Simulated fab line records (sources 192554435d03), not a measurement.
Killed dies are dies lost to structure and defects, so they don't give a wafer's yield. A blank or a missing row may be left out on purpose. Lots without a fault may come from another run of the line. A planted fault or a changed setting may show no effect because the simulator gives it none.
Split-lot trial	flow n5 finfet	21 wafers read from 7 lots, route of 1938 steps

## THE SPLIT ITSELF
At N5_BEOL_M10_COAT_60 (time 60 s, resist thk 30 nm), the setting spin rpm was moved away from the recipe's 1500 rpm on 2 of the 21 wafers read, by -6.1% to +10.9%. For the rest of the wafers, this setting stayed at what the recipe calls for.

## FROM THE SPLIT TO THE READING: what the file shows between them, 4 steps
- N5_BEOL_M10_COAT_05: resist thk 90 nm
- N5_BEOL_M10_EBR_07
- N5_BEOL_M10_DESCUM_16: chemistry O2, time 7.9 s
- N5_BEOL_M10_ETCH_61: etches SiARC in CF4, target depth 39 nm, time 65 s

## THE READING
SiARC_of_BEOL_M10_COAT_60.thk nm (the simulator's own value, which no gauge read), in nm, at N5_BEOL_M10_ETCH_62 (etches SOC in N2/H2, target depth 110 nm, overetch 22 nm, time 165 s). The file gives no usual value for it. Across the 19 wafers here that went through the recipe, the average is 23.4 nm and the standard deviation 0.31 nm.

wafer	tool, chamber at the split	spin rpm as run, rpm	against the recipe	SiARC_of_BEOL_M10_COAT_60.thk nm, nm	against lot-mates on the recipe
L076.1	litho track-01, 0	1500	recipe	23.4	-
L076.5	litho track-01, 0	1500	recipe	23.4	-
L076.6	litho track-01, 0	1663	+10.9%	21.6	-1.8
L080.2	litho track-04, 0	1500	recipe	23.8	-
L080.4	litho track-04, 0	1500	recipe	23.8	-
L080.5	litho track-04, 0	1500	recipe	23.6	-
L081.2	litho track-01, 0	1500	recipe	23.4	-
L081.3	litho track-01, 0	1500	recipe	23	-
L081.4	litho track-01, 0	1500	recipe	23	-
L084.3	litho track-03, 0	1500	recipe	23.4	-
L084.5	litho track-03, 0	1500	recipe	23.4	-
L084.6	litho track-03, 0	1500	recipe	23	-
L091.1	litho track-04, 0	1500	recipe	23.6	-
L091.4	litho track-04, 0	1500	recipe	23.2	-
L091.5	litho track-04, 0	1500	recipe	23.2	-
L093.3	litho track-01, 0	1500	recipe	23.2	-
L093.5	litho track-01, 0	1500	recipe	23.2	-
L093.6	litho track-01, 0	1500	recipe	23.2	-
L094.1	litho track-03, 0	1500	recipe	24	-
L094.2	litho track-03, 0	1500	recipe	24	-
L094.5	litho track-03, 0	1409	-6.1%	24.8	+0.8

THE FIT
A straight line over all 21 wafers: SiARC_of_BEOL_M10_COAT_60.thk nm changes by -0.182 nm for each +1% of spin rpm; r = -0.85; the points scatter about the line by 0.32 nm.
The same after taking each lot's own level away (the mean of its wafers on the recipe; 21 wafers): -0.157 nm for each +1%; r = -0.95; scatter 0.14 nm.
Per that fit: largest spin rpm move, reading shift of 1.7 nm.
The span of the lots' own levels, 23.13 to 24.00 nm, comes to 2.8 times the standard deviation stated above.
In other words, the slope is changed by the lot-to-lot level; the two fits disagree.
Check: -1.43 nm against its lot-mates is what the line predicts for one of the wafers moved furthest among these (+10.9%) when that wafer is left out of the fit. It came out at -1.8 nm against them.

## ADDITIONAL SPLITS CARRIED BY THESE WAFERS
Before the reading, these wafers also passed through other splits. Each is held against what the fit with the lots' levels taken away leaves over:
other split on the same wafers	wafers away from the commonest value	r with SiARC_of_BEOL_M10_COAT_60.thk nm (lot level and that fit taken away)
N5_BEOL_M7_COAT_05 spin rpm	5	+0.19
N5_BEOL_M8_DESCUM_33 time s	5	-0.05
N5_BEOL_M8_ETCH_65 source w	6	-0.02
N5_BEOL_M9_HM_DEP_02 target thk a	8	+0.06

## THE WHOLE CHAIN: every reading that the file lists as answering this split, in the file's order
step	what it does	reading	change (the file's fit)	r (the file's)
N5_BEOL_M10_COAT_60	time 60 s, resist thk 30 nm	SiARC_of_BEOL_M10_COAT_60.thk nm (the simulator's own value, which no gauge read)	-0.144 nm for each +1% of the setting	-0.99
N5_BEOL_M10_ETCH_61	etches SiARC in CF4, target depth 39 nm, time 65 s	etch.depth nm (the simulator's own value, which no gauge read)	-0.144 nm for each +1% of the setting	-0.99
N5_BEOL_M10_ETCH_61	etches SiARC in CF4, target depth 39 nm, time 65 s	CAR-ArF_of_BEOL_M10_COAT_05.thk nm (the simulator's own value, which no gauge read)	+0.129 nm for each +1% of the setting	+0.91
N5_BEOL_M10_ETCH_62	etches SOC in N2/H2, target depth 110 nm, overetch 22 nm, time 165 s	SiARC_of_BEOL_M10_COAT_60.thk nm (the simulator's own value, which no gauge read)	-0.158 nm for each +1% of the setting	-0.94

## FILE'S OWN FIT
SiARC_of_BEOL_M10_COAT_60.thk nm changes by -0.158 nm for each +1% of spin rpm, r = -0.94.
